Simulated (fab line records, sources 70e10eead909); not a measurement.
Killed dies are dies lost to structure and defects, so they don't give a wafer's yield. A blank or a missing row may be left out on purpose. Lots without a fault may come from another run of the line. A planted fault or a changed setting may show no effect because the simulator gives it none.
A struck lot beside a sound one | flow nand_harc | 14 steps out of a route of 1302
Sound: wafers L752.1, L752.2, L752.3. Struck: wafers L755.2, L755.4, L755.5. The cause comes at the end.
At each step with rows: each side's tool, then ch and its chambers, then its first start. Under that, the readings that differ: sound wafers | struck wafers | difference of the means | sigmas: that difference in standard deviations of wafers without a fault.
alike: readings whose means differ by less than 2 such deviations, and words and numbers that are the same on both sides. not compared: withheld readings, readings that some wafer has no value for, bounds like >300 that may hide the same value, and numbers for which the record gives no deviation and whose values overlap.
The two part at a step that has a row with sigmas, a row that says differs or no value, or rows on one side only. Numbers that don't overlap but have no deviation are shown without sigmas and don't part them. A reading that every wafer of one side lacks parts them only if that side has two wafers or more.

NHARC_A_M1_PRE_CLEAN_32: time 12 s.
  sound on pecvd-03 ch 0,1,2, day 25 09:41; struck on pecvd-02 ch 0,1,2, day 26 13:35
  alike: heater_power_w, rf_fwd_power_W
  not compared: since_wet_clean_h
NHARC_A_M1_DEP_33: deposits SiCN, target thk 30 nm.
  sound on pecvd-03 ch 0,1,2, day 25 09:46; struck on pecvd-02 ch 0,1,2, day 26 13:43
  alike: heater_power_w, rf_fwd_power_W
  not compared: since_wet_clean_h
NHARC_A_BONDPAD_DEP_00: deposits SiCN, target thk 250 nm.
  sound on pecvd-04 ch 0,1,2, day 25 10:19; struck on pecvd-04 ch 0,1,2, day 26 14:17
  alike: heater_power_w, rf_fwd_power_W
  not compared: since_wet_clean_h
NHARC_A_BONDPAD_CMP_29: polishes SiCN, target thk 200 nm.
  sound on cmp-01 ch 0,1,2, day 25 10:44; struck on cmp-04 ch 0,1,3, day 26 14:36
  alike: motor_current_A
NHARC_A_BONDPAD_THK_MEAS_30: measures by ellipsometry.
  sound on film_metro-02, day 25 10:59; struck on film_metro-01, day 26 14:51
  alike: thk_nm
then, 7 steps without rows for these wafers: NHARC_A_BONDPAD_SRD_31; NHARC_A_BONDPAD_DEHYDRATE_01 (time 120 s); NHARC_A_BONDPAD_HMDS_02 (time 30 s); NHARC_A_BONDPAD_COAT_33 (time 65 s); NHARC_A_BONDPAD_COAT_03 (resist thk 600 nm); NHARC_A_BONDPAD_SOFTBAKE_04 (time 70 s); NHARC_A_BONDPAD_EBR_05.
NHARC_A_BONDPAD_EXPOSE_06: exposes mask A BPAD.
  sound on krf_scanner-03 ch 0, day 25 11:16; struck on krf_scanner-02, day 26 15:08
  no value came back on the struck wafers for exposure_dose_mJ_cm2, focus_offset_nm (nm); on the sound wafers exposure_dose_mJ_cm2 reads 36.99 37.02 36.94
  alike: mask
then, 1 step without rows for these wafers: NHARC_A_BONDPAD_PEB_07 (peb time 80 s).

WHERE THEY PART
Only at NHARC_A_BONDPAD_EXPOSE_06, within this record.

WHY: what the simulator had put in
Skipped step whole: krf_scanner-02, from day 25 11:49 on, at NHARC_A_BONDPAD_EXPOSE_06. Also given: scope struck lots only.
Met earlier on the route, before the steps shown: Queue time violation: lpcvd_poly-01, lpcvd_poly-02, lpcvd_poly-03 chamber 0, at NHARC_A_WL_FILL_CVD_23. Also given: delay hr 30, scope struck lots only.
